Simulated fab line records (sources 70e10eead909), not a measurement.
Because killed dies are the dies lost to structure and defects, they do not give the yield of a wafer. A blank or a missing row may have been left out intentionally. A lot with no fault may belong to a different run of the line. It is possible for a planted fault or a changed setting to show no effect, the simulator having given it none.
fab line records    flow nand_harc
[record] lots = 5  wafers = 15  last_day = 32
route steps=1302 shown THIN_TSV@1253 END@1301
lots with no fault: from the same line, run without faults
start_h: hours from the record's opening day to when the first of the lot's shown wafers began    wait_h: hours elapsed since this lot's preceding step    " the same as in the row above    L1.1+2: several wafers, shown together as one row    - no value, or no start given    * or withheld: withheld    < > ~ a bound
route shown NAME@n: a module of which the file shows steps, and the number in the route of the first    usual: mean and standard deviation over wafers with no fault    same: alike in all rows    chamber/n: place in a boat    sites: the reading at each site    _std_site: the values' standard deviation    _edge_site: mean of outer sites minus mean of inner sites    radius_mm: how far each site lies from the wafer's centre    mask NAME#n: copy n    behind: the most recent tool/chamber to have shaped the wafer    hold: what put the lot on hold/how long, in hours/how the hold closed    device: names the non-switching transistor (n, p or np)    end of line: tests of these same wafers at the route's end    where a step has no rows: the recipe by itself    killed: not the wafer's yield, but the dies lost to structure and defects at the first sort    map: a wafer's dies, x killed, . not, _ none there
set.NAME: the setting as run; set.NAME@STEP: as run at that earlier step    model.NAME: the simulator's own value behind a step, which no gauge read
lots seen at some steps along the route; tables by step, rows by wafer
services: the hour from which a tool's chamber was out of use, counted from the record's first day as start_h (under 0 if before that day), plus the number of hours and why
[[steps]]
[step NHARC_THIN_TSV_COAT_06]
[recipe] spin_rpm = *
[step NHARC_THIN_TSV_SOFTBAKE_07]
[recipe] temp_c = 122  time_s = 95
[step NHARC_THIN_TSV_EBR_08]
[step NHARC_THIN_TSV_EXPOSE_09]
[recipe] na = 0.55  dose_mj = 30.7  mask_id = TSV
[step NHARC_THIN_TSV_PEB_10]
[recipe] peb_temp_c = 118  peb_time_s = 85
[step NHARC_THIN_TSV_DEVELOP_11]
[recipe] time_s = 70
[step NHARC_THIN_TSV_HARDBAKE_13]
[recipe] temp_c = 125  time_s = 80
[step NHARC_THIN_TSV_DESCUM_14]
[recipe] time_s = 3  o2_flow_sccm = 200  ar_flow_sccm = 0  bias_power_w = 0  chemistry = O2
[step NHARC_THIN_TSV_ETCH_44]
[recipe] target_depth_a = 15942  time_s = 797.1  cf4_flow_sccm = 150  o2_flow_sccm = 10  ar_flow_sccm = 0  rf_w = 300  bias_w = 800  chemistry = CF4/O2
[step NHARC_THIN_TSV_ETCH_15]
[recipe] target_depth_a = 30000  bosch_target_overetch_cycles = 2  bosch_etch_step_s = 2.8  bosch_dep_step_s = 1.2  bosch_cycles = 14
[step NHARC_THIN_TSV_STRIP_45]
[recipe] power_w = 1500  temp_c = 250  chemistry = O2
[usual] drypump_motor_current_A = 5.3/0.39  heater_power_w = 333/23  temp_c = 249.99/0.16
lot.wafer  tool             chamber  start_h  wait_h  drypump_motor_current_A  heater_power_w  rf_hours_counter_h  temp_c
L967.2     plasma_asher-01  0        633.70   0.1     5.7                      307             21                  250.01
L967.4     "                0        "        "       5.7                      314             -                   250.05
L967.6     "                0        "        "       5.7                      305             -                   250.11
L968.2     plasma_asher-01  1        641.36   0.1     4.6                      317             22                  249.93
L968.1     "                0        "        "       5.7                      319             22                  250.11
L968.4     "                1        "        "       4.6                      309             -                   249.95
L969.1     plasma_asher-01  1        652.65   0.1     4.6                      307             24                  249.97
L969.4     "                1        "        "       4.6                      319             -                   249.71
L969.5     "                1        "        "       4.6                      321             -                   249.97
L970.1     plasma_asher-01  0        653.64   0.1     5.7                      316             25                  250.06
L970.3     "                1        "        "       4.6                      322             -                   249.88
L970.6     "                1        "        "       4.6                      311             -                   250.00
L978.3     plasma_asher-02  0        748.00   0.2     5.4                      322             -                   250.01
L978.6     "                1        "        "       5.4                      373             -                   250.10
L978.5     "                0        "        "       5.4                      329             -                   249.83
[step NHARC_THIN_TSV_STRIP_46]
[recipe] time_s = 1200  temp_c = 72.5  chemistry = post_etch_residue_remover
[step NHARC_THIN_TSV_DEP_47]
[recipe] target_thk_a = 2000  temp_c = withheld  pressure_torr = 6.5  rf_w = 900  teos_flow_sccm = 161.4  flow_sccm = 2650  target_thk_nm = 200  gas = O2  material = SiO2
[step NHARC_THIN_TSV_ETCHBACK_48]
[recipe] target_depth_a = 10285  over_etch_frac = 0.3  time_s = 405.17  ion_energy_ev = 250  c4f8_flow_sccm = withheld  ar_flow_sccm = withheld  rf_w = 600  bias_w = 300  chemistry = C4F8/Ar
[step NHARC_THIN_TSV_STRIP_62]
[recipe] power_w = 1500  temp_c = 250  time_s = 20  chemistry = N2/H2
[step NHARC_THIN_TSV_DEGAS_49]
[recipe] temp_c = 300  time_s = 120
[step NHARC_THIN_TSV_PRE_CLEAN_50]
[recipe] time_s = 30  temp_c = 280  gas = H2/He
[step NHARC_THIN_TSV_PVD_19]
[recipe] target_thk_a = 200  chamber_pressure_pa = 5  material = TaN
[step NHARC_THIN_TSV_PVD_51]
[recipe] target_thk_a = 1000  chamber_pressure_pa = 5  material = Cu
[step NHARC_THIN_TSV_ECD_20]
[recipe] target_thk_a = 20000  material = Cu
[step NHARC_THIN_TSV_ANNEAL_52]
[recipe] temp_c = 225  time_s = 90
[step NHARC_THIN_TSV_CMP_21]
[recipe] t_overpolish_s = 30  target_thk_nm = 2000
[step NHARC_THIN_TSV_SRD_23]
[step NHARC_THIN_TSV_DEGAS_53]
[recipe] temp_c = 300  time_s = 60
[step NHARC_THIN_TSV_PRE_CLEAN_54]
[recipe] time_s = 30  temp_c = 280  gas = H2/He
[step NHARC_THIN_TSV_PVD_55]
[recipe] target_thk_a = 500  material = TiN
[step NHARC_THIN_TSV_PVD_24]
[recipe] target_thk_a = 8000  power_w = withheld  chamber_pressure_pa = withheld  substrate_temp_c = withheld  time_s = withheld  gas = Ar  material = Al
[step NHARC_THIN_TSV_DEHYDRATE_25]
[recipe] temp_c = 150  time_s = 120
[step NHARC_THIN_TSV_HMDS_26]
[recipe] time_s = 30
[step NHARC_THIN_TSV_COAT_27]
[recipe] spin_rpm = *
[step NHARC_THIN_TSV_SOFTBAKE_28]
[recipe] temp_c = 122  time_s = 95
[step NHARC_THIN_TSV_EBR_29]
[step NHARC_THIN_TSV_EXPOSE_30]
[recipe] na = 0.55  dose_mj = 11.47  mask_id = PAD
[step NHARC_THIN_TSV_PEB_31]
[recipe] peb_temp_c = 118  peb_time_s = 85
[step NHARC_THIN_TSV_DEVELOP_32]
[recipe] time_s = 70
[step NHARC_THIN_TSV_HARDBAKE_34]
[recipe] temp_c = 125  time_s = 80
[step NHARC_THIN_TSV_DESCUM_35]
[recipe] time_s = 3  o2_flow_sccm = 200  ar_flow_sccm = 0  bias_power_w = 0  chemistry = O2
[step NHARC_THIN_TSV_ETCH_59]
[recipe] target_depth_a = 8800  icp_w = 900  bias_w = 100  Cl2_flow_sccm = 60  bcl3_flow_sccm = 30  time_s = 138.1  chemistry = Cl2/BCl3
[step NHARC_END_WLT_00]
[usual] VT_DECK1_BOTTOM = 0.872/0.0072  VT_DECK1_BOTTOM_INNER = 0.871/0.0062  VT_DECK1_MEDIAN_NEAR_BOTTOM = 0.872/0.0069  VT_DECK1_MEDIAN_NEAR_BOTTOM_INNER = 0.872/0.0067  VT_DECK1_MIDDLE = 0.885/0.0067  VT_DECK1_MIDDLE_INNER = 0.885/0.0068  VT_DECK1_TOP = 0.897/0.0075  VT_DECK1_TOP_INNER = 0.896/0.0071  VT_DECK2_BOTTOM = 0.871/0.0066  VT_DECK2_BOTTOM_INNER = 0.871/0.006  VT_DECK2_MEDIAN_NEAR_BOTTOM = 0.872/0.0072  VT_DECK2_MEDIAN_NEAR_BOTTOM_INNER = 0.872/0.0066  VT_DECK2_MIDDLE = 0.884/0.0075  VT_DECK2_MIDDLE_INNER = 0.884/0.0067  VT_DECK2_TOP = 0.896/0.007  VT_DECK2_TOP_INNER = 0.895/0.0072
lot.wafer  tool       chamber  start_h  wait_h  hold                      VT_DECK1_BOTTOM  VT_DECK1_BOTTOM_INNER  VT_DECK1_MEDIAN_NEAR_BOTTOM  VT_DECK1_MEDIAN_NEAR_BOTTOM_INNER  VT_DECK1_MIDDLE  VT_DECK1_MIDDLE_INNER  VT_DECK1_TOP  VT_DECK1_TOP_INNER  VT_DECK2_BOTTOM  VT_DECK2_BOTTOM_INNER  VT_DECK2_MEDIAN_NEAR_BOTTOM  VT_DECK2_MEDIAN_NEAR_BOTTOM_INNER  VT_DECK2_MIDDLE  VT_DECK2_MIDDLE_INNER  VT_DECK2_TOP  VT_DECK2_TOP_INNER
L967.2     prober-01  -        645.21   0.5     -                         0.875            0.868                  0.873                        0.873                              0.886            0.888                  0.896         0.902               0.871            0.871                  0.865                        0.871                              0.880            0.884                  0.886         0.894
L967.4     "          -        646.21   1.5     -                         0.868            0.864                  0.867                        0.869                              0.882            0.888                  0.901         0.900               0.863            0.868                  0.865                        0.871                              0.880            0.881                  0.893         0.882
L967.6     "          -        647.21   2.5     -                         0.869            0.878                  0.878                        0.872                              0.898            0.895                  0.890         0.907               0.865            0.866                  0.864                        0.866                              0.885            0.871                  0.892         0.892
L968.1     prober-01  -        655.37   1.8     await_dispo/1.7h/release  0.870            0.867                  0.870                        0.868                              0.877            0.869                  0.882         0.889               0.864            0.862                  0.868                        0.863                              0.876            0.874                  0.892         0.889
L968.2     "          -        "        "       await_dispo/1.7h/release  0.864            0.861                  0.860                        0.875                              0.877            0.871                  0.888         0.893               0.872            0.870                  0.863                        0.867                              0.872            0.884                  0.887         0.888
L968.4     "          -        656.87   3.3     await_dispo/1.7h/release  0.863            0.870                  0.867                        0.873                              0.882            0.883                  0.881         0.891               0.865            0.862                  0.863                        0.864                              0.876            0.883                  0.885         0.888
L969.1     prober-01  -        667.74   2.9     await_dispo/1.4h/release  0.861            0.875                  0.870                        0.878                              0.887            0.891                  0.898         0.891               0.858            0.870                  0.865                        0.869                              0.871            0.880                  0.893         0.891
L969.4     "          -        669.24   4.4     await_dispo/0.2h/release  0.871            0.873                  0.877                        0.872                              0.896            0.881                  0.899         0.896               0.864            0.861                  0.866                        0.868                              0.879            0.883                  0.894         0.895
L969.5     "          -        "        "       await_dispo/0.2h/release  0.877            0.875                  0.877                        0.876                              0.880            0.889                  0.898         0.898               0.872            0.867                  0.870                        0.869                              0.881            0.878                  0.894         0.888
L969.1     prober-01  -        672.56   4.3     await_dispo/0.2h/release  0.875            0.869                  0.874                        0.878                              0.891            0.890                  0.896         0.893               0.866            0.865                  0.866                        0.868                              0.882            0.881                  0.888         0.886
L969.4     "          -        674.06   4.3     -                         0.872            0.867                  0.867                        0.868                              0.884            0.884                  0.893         0.896               0.871            0.862                  0.869                        0.873                              0.882            0.881                  0.887         0.896
L969.5     "          -        "        "       -                         0.874            0.876                  0.869                        0.874                              0.885            0.892                  0.895         0.896               0.865            0.864                  0.861                        0.869                              0.874            0.882                  0.892         0.888
L970.1     prober-02  -        667.78   2.9     await_dispo/2.3h/release  0.874            0.880                  0.874                        0.874                              0.898            0.889                  0.897         0.906               0.878            0.870                  0.873                        0.876                              0.887            0.887                  0.895         0.897
L970.3     "          -        668.80   3.9     await_dispo/2.3h/release  0.872            0.876                  0.874                        0.874                              0.886            0.892                  0.903         0.904               0.870            0.870                  0.860                        0.864                              0.888            0.874                  0.895         0.893
L970.6     "          -        670.32   5.5     await_dispo/2.3h/release  0.877            0.869                  0.877                        0.871                              0.888            0.897                  0.899         0.907               0.870            0.867                  0.874                        0.880                              0.873            0.892                  0.891         0.896
L978.3     prober-01  -        762.36   1.1     -                         0.862            0.863                  0.862                        0.869                              0.877            0.885                  0.889         0.897               0.870            0.866                  0.859                        0.863                              0.877            0.865                  0.887         0.889
L978.5     "          -        763.36   2.1     -                         0.854            0.863                  0.871                        0.862                              0.879            0.876                  0.901         0.889               0.864            0.866                  0.869                        0.854                              0.872            0.880                  0.889         0.886
L978.6     "          -        "        "       -                         0.872            0.872                  0.874                        0.867                              0.882            0.881                  0.897         0.890               0.868            0.870                  0.866                        0.869                              0.871            0.875                  0.889         0.889
[step NHARC_END_SORT_01]
[recipe] temp_c = 25
[usual] defect_limited_yield = 91.2/2.5  killed_at_array = 55/17  killed_at_other = 1.1/1.4  killed_at_periphery = 3.9/3  killed_dies = 59/17  killed_open = 3.5/2  killed_short = 2.6/1.6
[same] gross_dies = 677
lot.wafer  tool       chamber  start_h  wait_h  hold                      defect_limited_yield[%]  killed_at_array  killed_at_other  killed_at_periphery  killed_dies  killed_open  killed_short
L967.2     prober-01  0        648.51   2.8     -                         95.3                     28               3                1                    32           2            4
L967.4     prober-01  0        650.12   3.4     -                         93.2                     41               3                2                    46           1            4
L967.6     prober-01  0        651.73   4.0     -                         94.2                     36               0                3                    39           3            2
L968.1     prober-01  0        658.36   2.5     await_dispo/3.0h/release  81.2                     57               66               4                    127          2            2
L968.2     prober-01  0        659.16   2.8     await_dispo/3.0h/release  82.3                     52               62               6                    120          4            2
L968.4     prober-01  0        660.76   3.4     await_dispo/3.0h/release  82.7                     54               60               3                    117          4            6
L970.1     prober-01  0        670.82   2.5     await_dispo/1.6h/release  81.8                     50               70               3                    123          2            1
L970.3     prober-01  0        672.41   3.1     await_dispo/1.6h/release  84.5                     42               61               2                    105          1            0
L970.6     prober-01  0        674.80   4.0     await_dispo/1.6h/release  80.4                     67               64               2                    133          2            1
L969.1     prober-02  0        675.57   2.5     await_dispo/1.9h/release  88.2                     16               64               0                    80           1            3
L969.4     prober-02  0        677.98   3.4     await_dispo/1.9h/release  87.1                     19               64               4                    87           4            4
L969.5     prober-02  0        678.78   3.7     await_dispo/1.9h/release  87.7                     15               66               2                    83           4            3
L978.3     prober-01  0        766.01   3.1     -                         90.5                     62               0                2                    64           5            4
L978.5     prober-01  0        767.65   3.8     -                         87.0                     84               0                4                    88           1            2
L978.6     prober-01  0        768.46   4.1     -                         88.2                     78               0                2                    80           2            3
// killed by level:class
L967.2 A_CHANNEL_HOLE_D2:chamber_film_flake=14 A_M1:chamber_film_flake=3 A_CHANNEL_HOLE_D1:chamber_film_flake=2 THIN_TSV:chamber_film_flake=2 P_M0:geometric_particle:short=1 A_ONON_D1:geometric_particle:open=1 A_DECK1_JOINT:geometric_particle:open=1 A_CONTACT:geometric_particle:short=1
L967.4 A_CHANNEL_HOLE_D2:chamber_film_flake=14 A_M1:chamber_film_flake=7 A_DECK1_JOINT:chamber_film_flake=6 A_CHANNEL_HOLE_D1:chamber_film_flake=4 THIN_TSV:chamber_film_flake=3 P_GATE:chamber_film_flake=2 A_ZERO_WELL:chamber_film_flake=2 A_CONTACT:chamber_film_flake=2
L967.6 A_CHANNEL_HOLE_D2:chamber_film_flake=17 A_CHANNEL_HOLE_D1:chamber_film_flake=6 A_DECK1_JOINT:chamber_film_flake=3 A_M1:chamber_film_flake=3 P_M0:geometric_particle:open=1 P_M1:geometric_particle:short=1 A_CHANNEL_HOLE_D2:geometric_particle:short=1 A_SGD_CUT:geometric_particle:open=1
L968.1 THIN_TSV:unspecified=65 A_SLIT:chamber_film_flake=27 A_CHANNEL_HOLE_D1:chamber_film_flake=10 A_CHANNEL_HOLE_D2:chamber_film_flake=9 P_ZERO_WELL:chamber_film_flake=3 A_CONTACT:chamber_film_flake=3 A_ZERO_WELL:chamber_film_flake=2 A_WL_FILL:chamber_film_flake=2
L968.2 THIN_TSV:unspecified=62 A_SLIT:chamber_film_flake=27 A_CHANNEL_HOLE_D2:chamber_film_flake=9 A_CHANNEL_HOLE_D1:chamber_film_flake=7 P_ZERO_WELL:chamber_film_flake=3 A_WL_FILL:chamber_film_flake=3 P_CONTACT:geometric_particle:open=1 P_M2:geometric_particle:open=1
L968.4 THIN_TSV:unspecified=60 A_SLIT:chamber_film_flake=31 A_CHANNEL_HOLE_D2:chamber_film_flake=8 A_CHANNEL_HOLE_D1:chamber_film_flake=4 A_CONTACT:chamber_film_flake=2 P_M0:geometric_particle:short=1 P_M0:geometric_particle:open=1 P_M2:geometric_particle:open=1
L970.1 THIN_TSV:unspecified=70 A_SLIT:chamber_film_flake=28 A_CHANNEL_HOLE_D2:chamber_film_flake=10 A_CHANNEL_HOLE_D1:chamber_film_flake=3 P_M1:chamber_film_flake=2 P_GATE:geometric_particle:open=1 A_SOURCE_PLATE:geometric_particle:short=1 A_CHANNEL_FILL_D2:geometric_particle:open=1
L970.3 THIN_TSV:unspecified=60 A_SLIT:chamber_film_flake=30 A_CHANNEL_HOLE_D2:chamber_film_flake=8 A_CHANNEL_HOLE_D1:chamber_film_flake=2 P_GATE:chamber_film_flake=1 P_M1:chamber_film_flake=1 STARTING-WAFER:geometric_particle:open=1 A_DECK1_JOINT:chamber_film_flake=1
L970.6 THIN_TSV:unspecified=64 A_SLIT:chamber_film_flake=33 A_CHANNEL_HOLE_D2:chamber_film_flake=18 A_CHANNEL_HOLE_D1:chamber_film_flake=6 A_WL_FILL:chamber_film_flake=3 A_CONTACT:chamber_film_flake=3 P_M1:chamber_film_flake=2 A_SOURCE_PLATE:geometric_particle:open=1
L969.1 THIN_TSV:unspecified=61 A_CHANNEL_HOLE_D1:chamber_film_flake=8 A_CONTACT:chamber_film_flake=3 THIN_TSV:chamber_film_flake=3 A_ONON_D1:geometric_particle:short=1 A_ONON_D2:geometric_particle:short=1 A_CHANNEL_FILL_D2:geometric_particle:short=1 A_CONTACT:geometric_particle:open=1
L969.4 THIN_TSV:unspecified=62 A_CHANNEL_HOLE_D1:chamber_film_flake=8 A_SLIT:chamber_film_flake=3 A_ONON_D1:geometric_particle:short=2 THIN_TSV:chamber_film_flake=2 P_GATE:geometric_particle:open=1 P_CONTACT:geometric_particle:open=1 P_M0:geometric_particle:open=1
L969.5 THIN_TSV:unspecified=65 A_CHANNEL_HOLE_D1:chamber_film_flake=5 A_ONON_D1:geometric_particle:short=2 A_CHANNEL_HOLE_D2:chamber_film_flake=2 A_CONTACT:chamber_film_flake=2 P_CONTACT:geometric_particle:open=1 A_ONON_D2:geometric_particle:short=1 A_CHANNEL_FILL_D2:geometric_particle:open=1
L978.3 A_SLIT:chamber_film_flake=23 A_CHANNEL_HOLE_D2:chamber_film_flake=15 A_CONTACT:chamber_film_flake=9 A_CHANNEL_HOLE_D1:chamber_film_flake=4 A_WL_FILL:chamber_film_flake=3 A_CHANNEL_FILL_D2:geometric_particle:short=2 A_WL_FILL:geometric_particle:open=2 P_M2:geometric_particle:short=1
L978.5 A_SLIT:chamber_film_flake=28 A_CHANNEL_HOLE_D2:chamber_film_flake=26 A_CONTACT:chamber_film_flake=13 A_CHANNEL_HOLE_D1:chamber_film_flake=8 A_STAIRCASE:chamber_film_flake=3 P_CONTACT:geometric_particle:open=1 A_WL_FILL:geometric_particle:short=1 A_M0:geometric_particle:short=1
L978.6 A_SLIT:chamber_film_flake=26 A_CHANNEL_HOLE_D2:chamber_film_flake=21 A_CHANNEL_HOLE_D1:chamber_film_flake=15 A_CONTACT:chamber_film_flake=6 A_WL_FILL:chamber_film_flake=2 A_SOURCE_PLATE:geometric_particle:short=1 A_CHANNEL_FILL_D1:geometric_particle:short=1 A_DECK1_JOINT:geometric_particle:short=1
// map L968.1 (x killed, . not)
____________.____________
_________....xxx_________
_______.......xxxx_______
______......xxxxxxx______
_____.......xxxxxxx._____
____........xxxxxxxx.____
____.......xxxxxxxxx.____
___..x......xxxxxxx...___
___..........xxxxxxx..___
__............xxx......__
__..........xxxx.x.....__
_............xx..x......_
_...............x....xx._
_..............x..x....._
_x......................_
_x......................_
...x.....................
.........................
.........................
...............x.........
................x..xx....
_..............x.xxx...._
_...............xxxx...._
_.....x.......xxxxxx.x.._
_.x.xx.........xxxxx...._
_.............xxxxxxx..._
__.x..........x.xxxx.x.__
__........x.....x.x.x..__
___.x...........xx.x..___
___...x...........xx..___
____......x..........____
____.................____
_____..............._____
______.........x...______
_______..........._______
_________......._________
____________.____________
// map L969.4 (x killed, . not)
____________.____________
_________......._________
_______..........._______
______.x...x.x.....______
_____..x.x.........._____
____..............x..____
____.................____
___.................x.___
___................x..___
__................x.xxx__
__.............x...xxxx__
_.................xxxxxx_
_.................xxxxxx_
_..........x.....xxxxxxx_
_.x..x.............xxxxx_
_.x..x............xxxxxx_
.....x............x.xxxxx
..........x.......xxxxxxx
..x.x............x.xxxxxx
.........x..........x.x..
...x...............x...x.
_...................x..._
_...............x......._
_......................._
_......................._
_......................x_
__.....................__
__.....................__
___...................___
___...................___
____.............x...____
____.................____
_____..............x_____
______.............______
_______..........._______
_________......._________
____________.____________
[[services]]
tool             chamber  start_h  hours  kind
plasma_asher-02  0        612.50   -      clean
plasma_asher-02  1        612.50   -      clean
plasma_asher-02  -        681.43   1.7    repair
plasma_asher-01  -        709.47   9.0    pm
plasma_asher-01  0        709.47   9.0    vent_cycle
plasma_asher-01  1        709.47   9.0    vent_cycle
plasma_asher-01  0        718.47   -      clean
plasma_asher-01  1        718.47   -      clean
[[key]]
[first_sign] step = NHARC_END_SORT_01  reading = killed_at_other  direction = up  sigmas = 45  usual = 1.1  struck = 64.1
[effect] step = NHARC_END_SORT_01  reading = killed_dies  direction = up  sigmas = 2.9  usual = 59  struck = 108
[more_kills_born_at] NHARC_THIN_TSV_STRIP_45@plasma_asher-01 = 569
met_at NHARC_THIN_TSV_STRIP_45
struck_wafers L968.1,L968.2,L968.4,L969.1,L969.4,L969.5,L970.1,L970.3,L970.6
onset_between 633.70 641.36
[fault] kind = chamber_particle_source  tool = plasma_asher-01  chamber = -  onset_h = 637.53  steps = NHARC_THIN_TSV_STRIP_45  rate_per_visit_cm2 = 0.57339  end_h = 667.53
